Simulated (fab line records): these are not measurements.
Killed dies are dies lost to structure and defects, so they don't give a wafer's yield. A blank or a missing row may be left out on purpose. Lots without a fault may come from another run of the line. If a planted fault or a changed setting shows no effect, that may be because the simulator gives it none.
Which of the tools did it? || flow nand-harc || 6 lots with 18 wafers sampled at 5 steps, on a route of 1302 steps

== WHAT THE GAUGES SHOWED, per wafer ==
NHARC_END_SORT_01.
lot || measured || on || killed-at-array

== EACH LOT AND THE TOOL THAT RAN IT (in order: tool; ch and the chambers of the sampled wafers; start) ==
{"lot": "L757", "NHARC_A_CONTACT_DEP_57": "acl-dep-02 ch 0, day 22 17:43", "NHARC_A_CONTACT_ETCH_76": "rie-diel-02 ch 0,2, day 22 21:03", "NHARC_A_CONTACT_ETCH_77": "rie-diel-02 ch 1,2,3, day 22 23:46 or earlier", "NHARC_A_CONTACT_ETCH_129": "har-cap-etch-02 ch 0,1, day 22 23:46"}
{"lot": "L758", "NHARC_A_CONTACT_DEP_57": "acl-dep-02 ch 0, day 23 05:22", "NHARC_A_CONTACT_ETCH_76": "rie-diel-12 ch 1,2,3, day 23 09:25", "NHARC_A_CONTACT_ETCH_77": "rie-diel-12 ch 1,2,3, day 23 12:22 or earlier", "NHARC_A_CONTACT_ETCH_129": "har-cap-etch-02 ch 0,1, day 23 12:22"}
{"lot": "L762", "NHARC_A_CONTACT_DEP_57": "acl-dep-01 ch 0, day 25 18:28", "NHARC_A_CONTACT_ETCH_76": "rie-diel-12 ch 0,1, day 25 21:37", "NHARC_A_CONTACT_ETCH_77": "rie-diel-12 ch 0,1,2, day 25 23:57 or earlier", "NHARC_A_CONTACT_ETCH_129": "har-cap-etch-01 ch 0,1, day 25 23:57"}
{"lot": "L765", "NHARC_A_CONTACT_DEP_57": "acl-dep-02 ch 0, day 26 04:40", "NHARC_A_CONTACT_ETCH_76": "rie-diel-02 ch 0,1,3, day 26 09:01", "NHARC_A_CONTACT_ETCH_77": "rie-diel-02 ch 0,1,3, day 26 11:17 or earlier", "NHARC_A_CONTACT_ETCH_129": "har-cap-etch-03 ch 0,1, day 26 11:17"}
{"lot": "L772", "NHARC_A_CONTACT_DEP_57": "acl-dep-03 ch 0, day 30 02:37", "NHARC_A_CONTACT_ETCH_76": "rie-diel-12 ch 1,2,3, day 30 05:29", "NHARC_A_CONTACT_ETCH_77": "rie-diel-12 ch 0,2,3, day 30 07:51 or earlier", "NHARC_A_CONTACT_ETCH_129": "har-cap-etch-01 ch 0,1, day 30 07:51"}
{"lot": "L777", "NHARC_A_CONTACT_DEP_57": "acl-dep-01 ch 0, day 31 10:41", "NHARC_A_CONTACT_ETCH_76": "rie-diel-12 ch 0,1,3, day 31 14:22", "NHARC_A_CONTACT_ETCH_77": "rie-diel-12 ch 2,3, day 31 16:40 or earlier", "NHARC_A_CONTACT_ETCH_129": "har-cap-etch-02 ch 0,1, day 31 16:40"}
- NHARC_A_CONTACT_DEP_57: deposits aC, target thk 5300 nm.
- NHARC_A_CONTACT_ETCH_76: etches the open film in N2/H2, target depth 260 nm, time 475.3 s.
- NHARC_A_CONTACT_ETCH_77: etches the open film in CF4/CHF3, target depth 108.9 nm, time 54.5 s.
- NHARC_A_CONTACT_ETCH_129: etches the open film in C4F8/O2/Ar, time 197 s, target depth 1918 nm.

== THE ANSWER, worked out from the rows above alone ==
Rule: what is usual is taken from the lots themselves. The widest of any qualifying gaps counts: lots, ordered by their means at a reading, are off when they make up no more than a third of the lots, leave a main group of 4 or more, and stand apart from it by 3 or more times the standard deviation of that group's means. Not used: any main group whose means are identical at the precision the tables above print for the reading. Also off: a lot with no number at a reading for which 4 or more lots have one. Any other lot the step has rows for is counted as sound.
None of the lots is off at any reading shown; this tells nothing.

== WHAT THE SIMULATOR HAD INSERTED ==
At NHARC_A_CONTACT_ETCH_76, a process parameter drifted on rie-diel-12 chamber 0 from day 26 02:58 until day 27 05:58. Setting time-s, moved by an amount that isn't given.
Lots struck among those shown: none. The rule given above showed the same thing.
